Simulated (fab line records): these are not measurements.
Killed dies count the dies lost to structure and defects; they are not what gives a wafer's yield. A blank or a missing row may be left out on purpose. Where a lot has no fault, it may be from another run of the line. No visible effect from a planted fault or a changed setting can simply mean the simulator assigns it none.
Matching of chambers :: flow n5_finfet :: N5_BEOL_M3_ETCH_69 on rie_diel-05: 4 sister chambers
The step etches SiARC in CF4, target depth 15.6 nm, time 26 s. 8 wafers are shown with their chamber, then 9 later ones without.

WAFERS WITH THEIR CHAMBER
wafer: L079.1
chamber: 3
showerhead_plenum_p_Torr (Torr): 2.06
drypump_motor_current_A (A): 6.00

wafer: L082.4
chamber: 1
showerhead_plenum_p_Torr (Torr): 2.12
drypump_motor_current_A (A): 5.67

wafer: L082.6
chamber: 1
showerhead_plenum_p_Torr (Torr): 2.12
drypump_motor_current_A (A): 5.67

wafer: L087.1
chamber: 2
showerhead_plenum_p_Torr (Torr): 2.27
drypump_motor_current_A (A): 5.80

wafer: L087.5
chamber: 0
showerhead_plenum_p_Torr (Torr): 2.11
drypump_motor_current_A (A): 5.81

wafer: L088.3
chamber: 0
showerhead_plenum_p_Torr (Torr): 2.11
drypump_motor_current_A (A): 5.81

wafer: L088.4
chamber: 2
showerhead_plenum_p_Torr (Torr): 2.26
drypump_motor_current_A (A): 5.81

wafer: L088.6
chamber: 3
showerhead_plenum_p_Torr (Torr): 2.05
drypump_motor_current_A (A): 5.98

WAFERS WHOSE CHAMBER IS MISSING
wafer: L090.2
showerhead_plenum_p_Torr (Torr): 2.05
drypump_motor_current_A (A): 6.01

wafer: L090.5
showerhead_plenum_p_Torr (Torr): 2.05
drypump_motor_current_A (A): 6.00

wafer: L090.6
showerhead_plenum_p_Torr (Torr): 2.26
drypump_motor_current_A (A): 5.80

wafer: L095.1
showerhead_plenum_p_Torr (Torr): 2.11
drypump_motor_current_A (A): 5.67

wafer: L095.2
showerhead_plenum_p_Torr (Torr): 2.26
drypump_motor_current_A (A): 5.84

wafer: L095.3
showerhead_plenum_p_Torr (Torr): 2.05
drypump_motor_current_A (A): 6.01

wafer: L096.1
showerhead_plenum_p_Torr (Torr): 2.26
drypump_motor_current_A (A): 5.81

wafer: L096.4
showerhead_plenum_p_Torr (Torr): 2.05
drypump_motor_current_A (A): 6.00

wafer: L096.5
showerhead_plenum_p_Torr (Torr): 2.11
drypump_motor_current_A (A): 5.67

WHICH CHAMBER EACH ONE RAN IN
wafer: L090.2
from the rows above: 3
in truth: 3

wafer: L090.5
from the rows above: 3
in truth: 3

wafer: L090.6
from the rows above: 2
in truth: 2

wafer: L095.1
from the rows above: 1
in truth: 1

wafer: L095.2
from the rows above: 2
in truth: 2

wafer: L095.3
from the rows above: 3
in truth: 3

wafer: L096.1
from the rows above: 2
in truth: 2

wafer: L096.4
from the rows above: 3
in truth: 3

wafer: L096.5
from the rows above: 1
in truth: 1
Correctly placed: 9 of 9. Can't be placed from these rows: 0. Placed wrongly: 0.
How it was worked out, from the rows above alone: a wafer's distance from a chamber is the root of the sum, over the readings, of the square of ((its reading less the chamber's mean) divided by the reading's scatter). The wafer belongs to the nearest chamber; if the next one is less than 2 further off, it can't be placed. Each chamber's mean is taken over the wafers shown for it. How the scatter is found: for the shown wafers, subtract from each reading the mean of its chamber, square and add these, divide the total by (wafers less chambers), then take the root.
